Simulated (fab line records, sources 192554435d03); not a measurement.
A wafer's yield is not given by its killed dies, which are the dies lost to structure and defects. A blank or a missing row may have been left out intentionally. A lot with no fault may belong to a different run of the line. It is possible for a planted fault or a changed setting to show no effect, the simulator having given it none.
Split-lot trial -- flow n5 finfet -- route with 1938 steps; 7 lots, 21 wafers read

## THE SPLIT
At N5_DUMMY_GATE_DESCUM_20 (chemistry O2, time 6.2 s), the setting time s was moved away from the recipe's 6.2 s on 6 of the 21 wafers read, by -6.5% to +20.9%. For the rest of the wafers, this setting stayed at what the recipe calls for.

The reading is taken at the split's own step.

## THE READING
CAR-EUV_of_DUMMY_GATE_COAT_09.thk nm (the simulator's own value, which no gauge read), in nm, at N5_DUMMY_GATE_DESCUM_20 (chemistry O2, time 6.2 s). The file does not state a usual value for it. The 15 wafers here that ran the recipe average 26.4 nm, standard deviation 0.11 nm.

wafer,"tool, chamber at the split","time s as run, s",against the recipe,"CAR-EUV_of_DUMMY_GATE_COAT_09.thk nm, nm",against lot-mates on the recipe
L074.3,"rie diel-06, 0",7.127,+15.0%,25.8,-0.5
L074.4,"rie diel-06, 1",6.2,recipe,26.2,-
L074.6,"rie diel-06, 0",6.2,recipe,26.4,-
L075.3,"rie diel-06, 2,1,3",6.2,recipe,26.4,-
L075.4,"rie diel-06, 2,1,3",6.2,recipe,26.4,-
L075.6,"rie diel-06, 2,1,3",6.2,recipe,26.4,-
L082.2,"rie diel-01, 1,2,0",6.2,recipe,26.4,-
L082.3,"rie diel-01, 1,2,0",6.2,recipe,26.4,-
L082.5,"rie diel-01, 1,2,0",6.2,recipe,26.4,-
L083.1,"rie diel-01, 0,0,3",6.2,recipe,26.6,-
L083.5,"rie diel-01, 0,0,3",6.2,recipe,26.6,-
L083.6,"rie diel-01, 0,0,3",6.2,recipe,26.6,-
L087.3,"rie diel-06, 1,3",5.8,-6.5%,26.6,+0.2
L087.4,"rie diel-06, 1,3",5.8,-6.5%,26.6,+0.2
L087.6,"rie diel-06, 0",6.2,recipe,26.4,-
L091.2,"rie diel-06, 2",6.2,recipe,26.4,-
L091.4,"rie diel-06, 0,2",7.496,+20.9%,25.8,-0.6
L091.6,"rie diel-06, 0,2",7.496,+20.9%,25.8,-0.6
L092.4,"rie diel-02, 0",6.2,recipe,26.4,-
L092.5,"rie diel-02, 3",6.807,+9.8%,26,-0.5
L092.6,"rie diel-02, 2",6.2,recipe,26.6,-
If several chambers appear in one row, that row covers several wafers at once and the file leaves open which wafer was in which chamber.

THE FIT
A straight line over all 21 wafers: CAR-EUV_of_DUMMY_GATE_COAT_09.thk nm changes by -0.0329 nm for each +1% of time s; r = -0.92; the points scatter about the line by 0.11 nm.
The same after taking each lot's own level away (the mean of its wafers on the recipe; 21 wafers): -0.0311 nm for each +1%; r = -0.96; scatter 0.066 nm.
That fit puts the effect of the largest move of time s on the reading at 0.65 nm.
Across the lots, their own levels run from 26.30 to 26.60 nm, a range of 2.8 times the standard deviation given above.
Consequently the slope shifts little with the lot-to-lot level, the two slopes agreeing.
Check: for one of the wafers moved furthest among these (+20.9%), held out of the fit, the line's prediction against its lot-mates is -0.686 nm. Against them it came out at -0.6 nm.

## THE OTHER SPLITS THESE WAFERS WENT THROUGH
Other splits were also applied to these wafers ahead of the reading. Each is held against what the fit with the lots' levels taken away leaves over:
other split on the same wafers,wafers away from the commonest value,r with CAR-EUV_of_DUMMY_GATE_COAT_09.thk nm (lot level and that fit taken away)
N5_ZERO_LAYER_PECVD_02 time s,10,+0.00
N5_ZERO_LAYER_EXPOSE_08 dose mj,6,-0.23
N5_WELL_APT_EXPOSE_05 dose mj,8,-0.21
N5_WELL_APT_DEVELOP_07 develop time s,3,-0.04
N5_FIN_SAQP_FIN_ETCH_36 icp w,8,-0.35
N5_DUMMY_GATE_COAT_28 spin rpm,8,-0.15

## FILE'S OWN FIT
CAR-EUV_of_DUMMY_GATE_COAT_09.thk nm changes by -0.0328 nm for each +1% of time s, r = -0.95.
